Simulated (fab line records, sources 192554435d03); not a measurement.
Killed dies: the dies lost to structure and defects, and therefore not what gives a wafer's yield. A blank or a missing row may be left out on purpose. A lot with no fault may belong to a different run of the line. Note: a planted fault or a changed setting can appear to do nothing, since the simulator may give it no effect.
Lot-split experiment	flow n5_finfet	on a route of 1938 steps: 7 lots, 21 wafers read

== ABOUT THE SPLIT ==
At N5_SD_EPI_N_ETCH_35 (etches SOC in N2/H2, overetch 108 nm, time 486 s), the setting time_s was moved away from the recipe's 486 s on 8 of the 21 wafers read, by -21.2% to +19.8%. All remaining wafers had this setting at the recipe value.

== FROM THE SPLIT TO THE READING: what the file shows between them, 3 steps ==
- N5_SD_EPI_N_STRIP_36: strips in N2/H2
- N5_SD_EPI_N_ETCHBACK_44: etches SiNx in CH3F/O2, stops on SiO2, target depth 14.5 nm
- N5_SD_EPI_N_ETCH_45: etches SiOCN in CH3F/O2, target depth 6 nm

== THE READING ==
SiARC_of_SD_EPI_N_COAT_33.thk_nm (the simulator's own value, which no gauge read), in nm, at N5_SD_EPI_N_ETCH_16 (etches SiO2 in CHF3/O2, target depth 5 nm). There is no usual value for it anywhere in the file. The 13 wafers here that ran the recipe average 12.1 nm, standard deviation 0.55 nm.

wafer	tool, chamber at the split	time_s as run, s	against the recipe	SiARC_of_SD_EPI_N_COAT_33.thk_nm, nm	against lot-mates on the recipe
L079.2	rie_diel-04, 3	486	recipe	11.2	-
L079.5	rie_diel-04, 3	397.2	-18.3%	14.2	+3.0
L079.6	rie_diel-04, 0	397.2	-18.3%	15.4	+4.2
L080.1	rie_diel-04, 1	522.9	+7.6%	10.4	-1.8
L080.2	rie_diel-04, 0	486	recipe	12.6	-
L080.3	rie_diel-04, 2	486	recipe	11.8	-
L082.4	rie_diel-04, 1	582.1	+19.8%	8.8	-4.0
L082.5	rie_diel-04, 1	582.1	+19.8%	8.6	-4.2
L082.6	rie_diel-04, 0	486	recipe	12.8	-
L088.1	rie_diel-04, 1	486	recipe	12.8	-
L088.5	rie_diel-04, 1	486	recipe	12.8	-
L088.2	rie_diel-04, 3	486	recipe	11.6	-
L090.1	rie_diel-04, 1	486	recipe	12.6	-
L090.3	rie_diel-04, 2	517.4	+6.5%	10.8	-1.3
L090.4	rie_diel-04, 3	486	recipe	11.6	-
L094.2	rie_diel-01, 2	486	recipe	11.6	-
L094.3	rie_diel-01, 0	486	recipe	12.4	-
L094.4	rie_diel-01, 1	383	-21.2%	16	+4.0
L097.1	rie_diel-04, 2	486	recipe	11.8	-
L097.4	rie_diel-04, 2	486	recipe	11.8	-
L097.2	rie_diel-04, 1	441.3	-9.2%	13.8	+2.0

FIT RESULTS
A straight line over all 21 wafers: SiARC_of_SD_EPI_N_COAT_33.thk_nm changes by -0.17 nm for each +1% of time_s; r = -0.96; the points scatter about the line by 0.52 nm.
The same after taking each lot's own level away (the mean of its wafers on the recipe; 21 wafers): -0.201 nm for each +1%; r = -0.98; scatter 0.4 nm.
Per that fit: largest time_s move, reading shift of 4.3 nm.
The lots' own levels span 11.20 to 12.80 nm, that is 2.9 times the standard deviation above.
So the lot-to-lot level changes the slope: the two fits differ.
Check: with one of the wafers moved furthest among these (-21.2%) left out of the fit, the line predicts +4.31 nm for it against its lot-mates. Against them it came out at +4 nm.

== THE OTHER SPLITS THESE WAFERS WENT THROUGH ==
Other splits were also applied to these wafers ahead of the reading. Each is held against what the fit with the lots' levels taken away leaves over:
other split on the same wafers	wafers away from the commonest value	r with SiARC_of_SD_EPI_N_COAT_33.thk_nm (lot level and that fit taken away)
N5_ZERO_LAYER_PECVD_02 time_s	5	-0.05
N5_FIN_CUT_COAT_02 spin_rpm	3	+0.20
N5_FIN_CUT_EXPOSE_05 dose_mj	8	+0.06
N5_DUMMY_GATE_COAT_28 spin_rpm	4	-0.15

== THE WHOLE CHAIN: every reading that the file lists as answering this split, in the file's order ==
step	what it does	reading	change (the file's fit)	r (the file's)
N5_SD_EPI_N_ETCH_35	etches SOC in N2/H2, overetch 108 nm, time 486 s	SiARC_of_SD_EPI_N_COAT_33.thk_nm (the simulator's own value, which no gauge read)	-0.19 nm for each +1% of the setting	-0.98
N5_SD_EPI_N_ETCH_16	etches SiO2 in CHF3/O2, target depth 5 nm	SiARC_of_SD_EPI_N_COAT_33.thk_nm (the simulator's own value, which no gauge read)	-0.2 nm for each +1% of the setting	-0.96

== FILE'S OWN FIT ==
SiARC_of_SD_EPI_N_COAT_33.thk_nm changes by -0.2 nm for each +1% of time_s, r = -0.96.
